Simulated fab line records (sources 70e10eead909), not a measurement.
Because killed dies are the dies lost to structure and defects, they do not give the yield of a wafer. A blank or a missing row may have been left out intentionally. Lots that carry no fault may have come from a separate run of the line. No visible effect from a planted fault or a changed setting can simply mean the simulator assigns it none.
fab line records	flow nand_harc
record lots=5	wafers=15	last_day=23
route steps=1159 shown P_M1@299 END@1159
lots that met no fault: taken from a fault-free run of the same line
start_h: hours from the record's first day to the start of the lot's first wafer shown	wait_h: time in hours since the lot's previous step	" unchanged from the row above	L1.1+2: several wafers, shown together as one row	- no value present, or no start provided	* or withheld: withheld	< > ~ a bound
route shown NAME@n: a module of which the file shows steps, and the number in the route of the first	usual: mean/standard deviation of fault-free wafers	same: alike in all rows	chamber/n: place in a boat	sites: the reading at each site	_std_site: how widely they spread, as a standard deviation	_edge_site: outer sites' mean less inner sites'	radius_mm: how far each site lies from the wafer's centre	mask NAME#n: copy n	behind: the tool/chamber that last shaped the wafer	hold: reason for holding the lot/hours on hold/outcome of the hold	device: whichever transistor did not switch (one of n, p or np)	end of line: the same wafers' tests at the end of the route	a step given without rows: its recipe and nothing more	killed: dies lost to structure and defects at the first sort, not the wafer's yield	map: per-die view of a wafer (x killed, . not killed, _ where there is no die)
set.NAME: the setting as run; set.NAME@STEP: as run at that earlier step	model.NAME: the simulator's own value behind a step, which no gauge read
lots seen at some steps along the route; tables by step, rows by wafer
services: the hour from which a tool's chamber was out of use, counted from the record's first day as start_h (under 0 if before that day), plus the number of hours and why
## steps
# step NHARC_P_M1_ETCH_35
# recipe target_depth_a=400	overetch_a=120	time_s=43.94	ion_energy_ev=200	n2_flow_sccm=150	h2_flow_sccm=150	ar_flow_sccm=0	rf_w=400	bias_w=150	chemistry=N2/H2
# usual drypump_motor_current_A=5.7/0.41	oes_product_au=1.001/0.011	rf_vpp_V=432.4/2.8	showerhead_plenum_p_Torr=2.11/0.098	throttle_valve_pct=14.172/0.0089
lot.wafer	tool	chamber	start_h	wait_h	drypump_motor_current_A	oes_product_au	rf_hours_counter_h	rf_vpp_V	showerhead_plenum_p_Torr	throttle_valve_pct
L681.2	rie_diel-09	3	129.61	0.1	5.5	1.006	3	434.8	2.20	14.172
L681.3	"	0	"	"	5.3	0.992	3	432.4	2.14	14.171
L681.6	"	1	"	"	5.9	0.985	-	431.7	2.08	14.154
L687.1	rie_diel-12	2	169.47	0.1	5.8	1.011	9	433.3	2.16	14.168
L687.4	"	3	"	"	6.2	1.007	9	433.3	2.17	14.168
L687.3	"	1	"	"	5.3	1.007	9	426.4	1.90	14.173
L690.1	rie_diel-12	0	182.96	0.1	5.5	1.004	10	433.9	2.16	14.165
L690.6	"	2	"	"	5.8	1.003	-	432.3	2.16	14.177
L690.5	"	3	"	"	6.2	1.004	-	434.0	2.17	14.190
L695.4	rie_diel-12	2	216.31	0.1	5.8	1.020	0	433.6	2.16	14.154
L695.2	"	3	"	"	6.2	1.001	0	433.6	2.17	14.156
L695.3	"	1	"	"	5.3	1.005	0	426.3	1.90	14.173
L697.3	rie_diel-12	1	225.45	0.1	5.3	1.009	1	426.5	1.90	14.168
L697.1	"	2	"	"	5.8	1.018	2	432.8	2.16	14.180
L697.4	"	0	"	"	5.5	0.997	1	434.3	2.16	14.175
# step NHARC_P_M1_ETCH_15
# recipe target_depth_a=1825	time_s=91.2	c4f8_flow_sccm=withheld	ar_flow_sccm=400	rf_w=600	bias_w=300	chemistry=C4F8/Ar
# step NHARC_P_M1_CD_MEAS_16
# usual cd_nm=129.6/0.91
lot.wafer	tool	chamber	start_h	wait_h	cd_nm
L681.2	cd_sem-01	-	129.82	-	131.4
L681.3	"	-	"	"	128.9
L681.6	"	-	"	"	130.2
L687.1	cd_sem-03	-	169.71	-	128.9
L687.3	"	-	"	"	130.4
L687.4	"	-	"	"	129.2
L690.1	cd_sem-03	-	183.17	-	130.0
L690.5	"	-	"	"	129.1
L690.6	"	-	"	"	130.6
L695.2	cd_sem-01	-	216.53	-	128.2
L695.3	"	-	"	"	130.4
L695.4	"	-	"	"	129.2
L697.1	cd_sem-03	-	225.67	-	128.4
L697.3	"	-	"	"	129.3
L697.4	"	-	"	"	130.1
# step NHARC_P_M1_STRIP_18
# recipe power_w=1000	n2_flow_sccm=150	h2_flow_sccm=150	ar_flow_sccm=0	bias_w=0	chemistry=N2/H2
# usual drypump_motor_current_A=5.8/0.46	oes_product_au=0.998/0.011	rf_vpp_V=91.0/1	showerhead_plenum_p_Torr=2.12/0.092	throttle_valve_pct=14.172/0.0084
lot.wafer	tool	chamber	start_h	wait_h	drypump_motor_current_A	oes_product_au	rf_hours_counter_h	rf_vpp_V	showerhead_plenum_p_Torr	throttle_valve_pct
L681.3	rie_diel-06	1	129.89	0.1	5.4	1.001	1	92.9	2.18	14.167
L681.2	"	2	"	"	6.2	0.998	1	92.0	2.16	14.169
L681.6	"	2	"	"	6.2	1.003	-	91.4	2.16	14.173
L687.3	rie_diel-06	0	169.78	0.1	6.7	1.007	2	89.6	1.93	14.168
L687.1	"	1	"	"	5.4	1.005	2	91.6	2.18	14.179
L687.4	"	2	"	"	6.1	0.983	2	91.9	2.16	14.169
L690.1	rie_diel-09	2	183.26	0.1	5.0	0.996	7	91.0	2.09	14.175
L690.5	"	2	"	"	5.0	0.999	-	91.2	2.09	14.183
L690.6	"	3	"	"	5.6	1.006	-	91.1	2.19	14.190
L695.3	rie_diel-06	0	216.63	0.1	6.7	1.000	4	89.1	1.93	14.181
L695.4	"	1	"	"	5.4	0.991	4	92.2	2.18	14.167
L695.2	"	2	"	"	6.2	0.984	3	92.3	2.16	14.149
L697.3	rie_diel-06	2	225.75	0.1	6.2	0.987	4	90.1	2.16	14.157
L697.4	"	3	"	"	6.1	0.981	4	92.7	2.20	14.177
L697.1	"	1	"	"	5.4	0.990	4	89.8	2.18	14.174
# step NHARC_P_M1_ETCH_28
# recipe target_depth_a=300	over_etch_frac=0.3	time_s=72.99	ion_energy_ev=150	cf4_flow_sccm=50	n2_flow_sccm=100	ar_flow_sccm=150	rf_w=300	bias_w=100	chemistry=CF4/N2
# step NHARC_P_M1_STRIP_19
# recipe time_s=600	temp_c=30	chemistry=post_etch_residue_remover
# step NHARC_P_M1_DEGAS_29
# recipe temp_c=250	time_s=60
# step NHARC_P_M1_PRE_CLEAN_30
# recipe time_s=30	temp_c=280	gas=H2/He
# usual heater_power_w=414/24
lot.wafer	tool	chamber	start_h	wait_h	heater_power_w
L681.3	pvd_sputter-03	-	-	-	416
L681.2	"	-	"	"	378
L681.6	"	-	"	"	401
L687.1	pvd_sputter-03	-	-	-	393
L687.3	"	-	"	"	391
L687.4	"	-	"	"	393
L690.1	pvd_sputter-03	-	-	-	396
L690.5	"	-	"	"	422
L690.6	"	-	"	"	385
L695.3	pvd_sputter-03	-	-	-	401
L695.4	"	-	"	"	416
L695.2	"	-	"	"	383
L697.4	pvd_sputter-02	-	-	-	396
L697.3	"	-	"	"	405
L697.1	"	-	"	"	442
# step NHARC_P_M1_PVD_20
# recipe target_thk_a=50	bias_v=168.6	power_w=15000	chamber_pressure_pa=0.12	time_s=8.06	substrate_temp_c=50	material=TaN
# step NHARC_P_M1_PVD_21
# recipe target_thk_a=300	chamber_pressure_pa=5	power_w=5000	substrate_temp_c=30	time_s=20.49	material=Cu
# usual throttle_valve_pct=30.2/0.43
lot.wafer	tool	chamber	start_h	wait_h	throttle_valve_pct
L681.2	pvd_sputter-03	-	-	-	30.4
L681.3	"	-	"	"	30.2
L681.6	"	-	"	"	29.8
L687.4	pvd_sputter-03	-	-	-	29.5
L687.3	"	-	"	"	30.6
L687.1	"	-	"	"	30.0
L690.1	pvd_sputter-03	-	-	-	30.2
L690.5	"	-	"	"	29.8
L690.6	"	-	"	"	30.5
L695.4	pvd_sputter-03	-	-	-	29.8
L695.3	"	-	"	"	30.6
L695.2	"	-	"	"	30.4
L697.1	pvd_sputter-02	-	-	-	30.1
L697.4	"	-	"	"	30.7
L697.3	"	-	"	"	29.3
# step NHARC_P_M1_ECD_22
# recipe target_thk_a=4000	bath_temp_c=25	material=Cu
# step NHARC_P_M1_ANNEAL_31
# recipe temp_c=225	time_s=90
# usual wafer_temp_C_max=225.9/0.33
lot.wafer	tool	chamber	start_h	wait_h	wafer_temp_C_max
L681.2	rtp_anneal-01	0	131.39	-	225.9
L681.3	"	0	"	"	226.3
L681.6	"	0	"	"	225.9
L687.1	rtp_anneal-01	0	171.16	-	225.9
L687.3	"	0	"	"	226.0
L687.4	"	0	"	"	226.2
L690.1	rtp_anneal-01	0	184.63	-	225.9
L690.5	"	0	"	"	226.0
L690.6	"	0	"	"	226.1
L695.2	rtp_anneal-01	0	218.18	0.4	225.9
L695.3	"	0	"	"	225.9
L695.4	"	0	"	"	226.1
L697.1	rtp_anneal-01	0	227.27	0.5	226.0
L697.3	"	0	"	"	226.3
L697.4	"	0	"	"	226.2
# step NHARC_P_M1_CMP_23
# recipe t_overpolish_s=20	target_thk_nm=157.82
# usual motor_current_A=11.2/0.89	pad_life_wafers=257/130	time_to_endpoint_s=29.3/2.6
lot.wafer	tool	chamber	start_h	wait_h	motor_current_A	pad_life_wafers	time_to_endpoint_s
L681.3	cmp-04	1	131.94	-	10.2	108	28.1
L681.2	"	3	"	"	9.9	110	30.1
L681.6	"	2	"	"	10.6	-	30.5
L687.4	cmp-04	3	171.50	-	10.4	300	29.8
L687.3	"	0	"	"	11.4	301	32.5
L687.1	"	1	"	"	9.6	302	28.7
L690.1	cmp-04	0	185.01	-	11.5	415	31.7
L690.5	"	3	"	"	9.7	-	27.5
L690.6	"	0	"	"	11.9	-	30.5
L695.3	cmp-03	2	218.47	-	11.3	330	25.0
L695.4	"	3	"	"	11.5	331	29.5
L695.2	"	0	"	"	11.8	332	26.7
L697.4	cmp-04	2	227.62	-	10.4	138	28.3
L697.3	"	3	"	"	10.4	139	29.3
L697.1	"	0	"	"	11.3	140	37.3
# step NHARC_P_M1_SRD_25
# step NHARC_P_M1_INSPECT_27
# usual raw_defect_count=325/130
lot.wafer	tool	chamber	start_h	wait_h	raw_defect_count
L681.2	defect_inspect-01	-	132.43	0.0	273
L681.3	"	-	"	"	205
L681.6	"	-	"	"	471
L687.1	defect_inspect-01	-	171.99	0.0	331
L687.3	"	-	"	"	316
L687.4	"	-	"	"	848
L690.1	defect_inspect-01	-	185.46	0.0	276
L690.5	"	-	"	"	253
L690.6	"	-	"	"	313
L695.2	defect_inspect-01	-	218.95	0.0	256
L695.3	"	-	"	"	294
L695.4	"	-	"	"	205
L697.1	defect_inspect-01	-	228.09	0.0	2191
L697.3	"	-	"	"	151
L697.4	"	-	"	"	170
# step NHARC_P_M1_PRE_CLEAN_32
# recipe time_s=12	temp_c=370	rf_power_w=300	gas=NH3
# step NHARC_END_SORT_01
# recipe temp_c=25
# usual defect_limited_yield=95.6/1.4	killed_at_array=25/9.2	killed_at_other=0.8/1.2	killed_at_periphery=3.9/2.6	killed_dies=30/9.7	killed_open=3.4/1.9	killed_short=2.0/1.4	sort_bin_2_pct=1.4/0.62	sort_bin_3_pct=0.24/0.2	sort_bin_4_pct=2.8/0.92	sort_n_pass=647/9.7	sort_rim_yield_pct=94/3.3	sort_yield_pct=95.6/1.4
# same gross_dies=677	sort_bin_5_pct[%]=0	sort_bin_6_pct[%]=0	sort_bin_7_pct[%]=0	sort_bin_8_pct[%]=0	sort_rim_n_gross=106.00
lot.wafer	tool	chamber	start_h	wait_h	defect_limited_yield[%]	killed_at_array	killed_at_other	killed_at_periphery	killed_dies	killed_open	killed_short	sort_bin_2_pct[%]	sort_bin_3_pct[%]	sort_bin_4_pct[%]	sort_n_pass	sort_rim_yield_pct[%]	sort_yield_pct[%]
L681.2	prober-02	0	452.20	2.8	96.9	17	0	4	21	2	0	0.6	0.15	2.4	656	94	96.9
L681.3	prober-02	0	453.00	3.1	95.1	27	0	6	33	6	1	1.2	0.44	3.2	644	92	95.1
L681.6	prober-02	0	455.41	4.0	95.7	23	0	6	29	8	1	1.9	0	2.4	648	95	95.7
L687.1	prober-02	0	483.51	2.5	95.3	25	5	2	32	0	1	1.5	0.44	2.8	645	92	95.3
L687.3	prober-02	0	485.10	3.1	94.4	32	2	4	38	2	4	1.3	0.44	3.8	639	97	94.4
L687.4	prober-02	0	485.90	3.4	95.4	28	1	2	31	3	3	1.2	0.44	3.0	646	92	95.4
L690.1	prober-02	0	499.03	2.5	93.8	37	1	4	42	2	6	1.9	0.59	3.7	635	90	93.8
L690.5	prober-02	0	502.23	3.7	96.0	26	0	1	27	3	0	1.5	0	2.5	650	90	96.0
L690.6	prober-02	0	503.04	4.0	93.5	40	1	3	44	3	4	2.1	0.15	4.3	633	92	93.5
L695.2	prober-02	0	536.94	2.8	92.3	44	3	5	52	3	1	2.1	0.59	5.0	625	92	92.3
L695.3	prober-02	0	537.73	3.1	95.7	29	0	0	29	2	3	1.5	0.15	2.7	648	92	95.7
L695.4	prober-02	0	538.52	3.4	92.2	49	3	1	53	5	1	3.2	0.44	4.1	624	94	92.2
L697.1	prober-02	0	543.93	2.5	0	15	3	659	677	2	2	0.4	97.19	2.4	0	0	0
L697.3	prober-02	0	545.52	3.1	97.2	15	3	1	19	3	1	0.6	0	2.2	658	94	97.2
L697.4	prober-02	0	546.32	3.4	97.5	15	1	1	17	2	1	0.9	0.30	1.3	660	97	97.5
# killed by level:class
L681.2 A_SLIT:chamber_film_flake=6 A_CHANNEL_HOLE_D1:chamber_film_flake=4 P_GATE:chamber_film_flake=3 A_CONTACT:chamber_film_flake=3 A_BLC:geometric_particle:open=1 A_M1:geometric_particle:open=1 P_ZERO_WELL:chamber_film_flake=1 A_STAIRCASE:chamber_film_flake=1
L681.3 A_SLIT:chamber_film_flake=7 A_CHANNEL_HOLE_D1:chamber_film_flake=6 A_STAIRCASE:chamber_film_flake=5 A_CONTACT:chamber_film_flake=4 A_CONTACT:geometric_particle:open=3 P_GATE:chamber_film_flake=3 P_GATE:geometric_particle:open=1 P_CONTACT:geometric_particle:short=1
L681.6 A_SLIT:chamber_film_flake=9 A_STAIRCASE:chamber_film_flake=5 A_M0:geometric_particle:open=3 P_M0:geometric_particle:open=2 P_GATE:chamber_film_flake=2 A_CONTACT:chamber_film_flake=2 P_M2:geometric_particle:open=1 A_CHANNEL_FILL_D1:geometric_particle:open=1
L687.1 A_CHANNEL_HOLE_D1:chamber_film_flake=13 THIN_TSV:chamber_film_flake=5 A_STAIRCASE:chamber_film_flake=4 A_CONTACT:chamber_film_flake=4 P_GATE:chamber_film_flake=2 A_SLIT:chamber_film_flake=2 A_WL_FILL:geometric_particle:short=1 A_WL_FILL:chamber_film_flake=1
L687.3 A_CHANNEL_HOLE_D1:chamber_film_flake=18 A_STAIRCASE:chamber_film_flake=4 A_M1:geometric_particle:short=2 A_CHANNEL_FILL_D1:chamber_film_flake=2 A_SLIT:chamber_film_flake=2 THIN_TSV:chamber_film_flake=2 P_GATE:geometric_particle:short=1 A_ONON_D1:geometric_particle:open=1
L687.4 A_CHANNEL_HOLE_D1:chamber_film_flake=11 A_CONTACT:chamber_film_flake=3 A_CHANNEL_FILL_D1:geometric_particle:short=2 A_WL_FILL:geometric_particle:open=2 P_ZERO_WELL:chamber_film_flake=2 A_STAIRCASE:chamber_film_flake=2 A_SLIT:chamber_film_flake=2 A_M1:chamber_film_flake=2
L690.1 A_STAIRCASE:chamber_film_flake=11 A_SLIT:chamber_film_flake=9 A_CHANNEL_HOLE_D1:chamber_film_flake=6 A_CONTACT:chamber_film_flake=4 A_SGD_CUT:geometric_particle:short=2 P_STI:chamber_film_flake=2 P_M0:geometric_particle:short=1 A_SOURCE_PLATE:geometric_particle:short=1
L690.5 A_SLIT:chamber_film_flake=13 A_WL_FILL:chamber_film_flake=4 A_STAIRCASE:chamber_film_flake=3 A_CONTACT:chamber_film_flake=2 A_CHANNEL_HOLE_D1:geometric_particle:open=1 A_CONTACT:geometric_particle:open=1 A_M0:geometric_particle:open=1 P_M0:chamber_film_flake=1
L690.6 A_SLIT:chamber_film_flake=12 A_STAIRCASE:chamber_film_flake=8 A_CHANNEL_HOLE_D1:chamber_film_flake=5 A_WL_FILL:chamber_film_flake=5 A_CONTACT:chamber_film_flake=5 A_CHANNEL_FILL_D1:geometric_particle:short=2 A_CONTACT:geometric_particle:open=2 P_M2:geometric_particle:open=1
L695.2 A_CHANNEL_HOLE_D1:chamber_film_flake=21 A_SLIT:chamber_film_flake=10 A_CONTACT:chamber_film_flake=7 THIN_TSV:chamber_film_flake=3 A_CHANNEL_FILL_D1:geometric_particle:open=2 P_GATE:chamber_film_flake=2 P_M1:chamber_film_flake=2 A_WL_FILL:chamber_film_flake=2
L695.3 A_CHANNEL_HOLE_D1:chamber_film_flake=10 A_SLIT:chamber_film_flake=10 A_CONTACT:chamber_film_flake=4 A_ONON_D1:geometric_particle:short=1 A_CHANNEL_FILL_D1:geometric_particle:open=1 A_CHANNEL_FILL_D1:geometric_particle:short=1 A_BLC:geometric_particle:open=1 A_M0:geometric_particle:short=1
L695.4 A_CHANNEL_HOLE_D1:chamber_film_flake=22 A_SLIT:chamber_film_flake=16 A_CONTACT:chamber_film_flake=5 THIN_TSV:chamber_film_flake=3 P_STI:geometric_particle:short=1 A_ONON_D1:geometric_particle:open=1 A_CHANNEL_HOLE_D1:geometric_particle:open=1 A_CHANNEL_FILL_D1:geometric_particle:open=1
L697.1 P_M1:area_cmp=658 A_CHANNEL_HOLE_D1:chamber_film_flake=7 A_CONTACT:chamber_film_flake=5 THIN_TSV:chamber_film_flake=3 A_CONTACT:geometric_particle:open=2 P_CONTACT:geometric_particle:short=1 A_CONTACT:geometric_particle:short=1
L697.3 A_CHANNEL_HOLE_D1:chamber_film_flake=9 A_CONTACT:chamber_film_flake=4 THIN_TSV:chamber_film_flake=2 P_M0:geometric_particle:open=1 A_CONTACT:geometric_particle:open=1 A_BLC:geometric_particle:open=1 STARTING-WAFER:geometric_particle:short=1
L697.4 A_CHANNEL_HOLE_D1:chamber_film_flake=6 A_CONTACT:chamber_film_flake=6 P_CONTACT:geometric_particle:open=1 A_WL_FILL:geometric_particle:short=1 A_WL_FILL:geometric_particle:open=1 A_WL_FILL:chamber_film_flake=1 THIN_TSV:chamber_film_flake=1
# map L697.1 (x killed, . not)
____________x____________
_________xxxxxxx_________
_______xxxxxxxxxxx_______
______xxxxxxxxxxxxx______
_____xxxxxxxxxxxxxxx_____
____xxxxxxxxxxxxxxxxx____
____xxxxxxxxxxxxxxxxx____
___xxxxxxxxxxxxxxxxxxx___
___xxxxxxxxxxxxxxxxxxx___
__xxxxxxxxxxxxxxxxxxxxx__
__xxxxxxxxxxxxxxxxxxxxx__
_xxxxxxxxxxxxxxxxxxxxxxx_
_xxxxxxxxxxxxxxxxxxxxxxx_
_xxxxxxxxxxxxxxxxxxxxxxx_
_xxxxxxxxxxxxxxxxxxxxxxx_
_xxxxxxxxxxxxxxxxxxxxxxx_
xxxxxxxxxxxxxxxxxxxxxxxxx
xxxxxxxxxxxxxxxxxxxxxxxxx
xxxxxxxxxxxxxxxxxxxxxxxxx
xxxxxxxxxxxxxxxxxxxxxxxxx
xxxxxxxxxxxxxxxxxxxxxxxxx
_xxxxxxxxxxxxxxxxxxxxxxx_
_xxxxxxxxxxxxxxxxxxxxxxx_
_xxxxxxxxxxxxxxxxxxxxxxx_
_xxxxxxxxxxxxxxxxxxxxxxx_
_xxxxxxxxxxxxxxxxxxxxxxx_
__xxxxxxxxxxxxxxxxxxxxx__
__xxxxxxxxxxxxxxxxxxxxx__
___xxxxxxxxxxxxxxxxxxx___
___xxxxxxxxxxxxxxxxxxx___
____xxxxxxxxxxxxxxxxx____
____xxxxxxxxxxxxxxxxx____
_____xxxxxxxxxxxxxxx_____
______xxxxxxxxxxxxx______
_______xxxxxxxxxxx_______
_________xxxxxxx_________
____________x____________
# map L690.6 (x killed, . not)
____________x____________
_________x.x.xx._________
_______....x.x.x.._______
______..x..x.xx....______
_____......x.xx....._____
____........x........____
____.........x.......____
___......x............___
___....x..............___
__.....x............x..__
__.....................__
_......................._
_......................._
_......................._
_..x.x.................._
_......................._
.........................
.........................
..........x..............
.........................
.........................
_......................._
_..................x.x.._
_..................x...._
_.......x...x..........._
_...........x..........._
__........x............__
__............x........__
___.........xx........___
___.........x.x.......___
____....x............____
____.................____
_____x.....x........_____
______........x....______
_______.....x.x..._______
_________....x.._________
____________x____________
## services
tool	chamber	start_h	hours	kind
rie_diel-09	1	105.86	5.1	repair
pvd_sputter-03	-	107.59	2.1	repair
rie_diel-12	0	107.90	-	clean
rie_diel-12	1	107.90	-	clean
rie_diel-12	2	107.90	-	clean
rie_diel-12	3	107.90	-	clean
cmp-04	-	109.08	-	consumable_replace:conditioner
cmp-04	-	109.08	-	consumable_replace:pad
rie_diel-09	2	114.18	5.9	repair
rie_diel-06	0	122.24	-	clean
rie_diel-06	1	122.24	-	clean
rie_diel-06	2	122.24	-	clean
rie_diel-06	3	122.24	-	clean
rie_diel-12	0	132.40	-	clean
rie_diel-12	1	138.81	7.5	repair
cmp-03	-	156.00	4.0	pm
rie_diel-06	0	160.36	2.6	repair
cmp-03	-	177.76	0.9	repair
rie_diel-09	2	199.93	2.5	repair
rie_diel-12	-	202.40	9.0	pm
cmp-04	-	203.08	4.0	pm
cmp-03	-	210.26	1.8	repair
pvd_sputter-02	-	214.04	10.0	pm
rie_diel-06	0	227.51	4.4	repair
## key
first_sign step=NHARC_P_M1_INSPECT_27	reading=raw_defect_count	direction=up	sigmas=15	usual=325	struck=2191
effect step=NHARC_END_SORT_01	reading=sort_bin_3_pct	direction=up	sigmas=99+	usual=0.24	struck=97.19
more_kills_born_at NHARC_P_M1_CMP_23@cmp-04=658
met_at NHARC_P_M1_CMP_23
struck_wafers L697.1
later_rows_left_out L697.1
onset_between 185.01 227.62
fault kind=process_parameter_drift	tool=cmp-04	chamber=0	onset_h=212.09	steps=NHARC_P_M1_CMP_23	channel=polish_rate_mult	offset=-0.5	shape=step	end_h=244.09
# later_rows_left_out: the simulator's readings of these wafers behind a module that went badly wrong aren't trusted and aren't shown, but for the sort
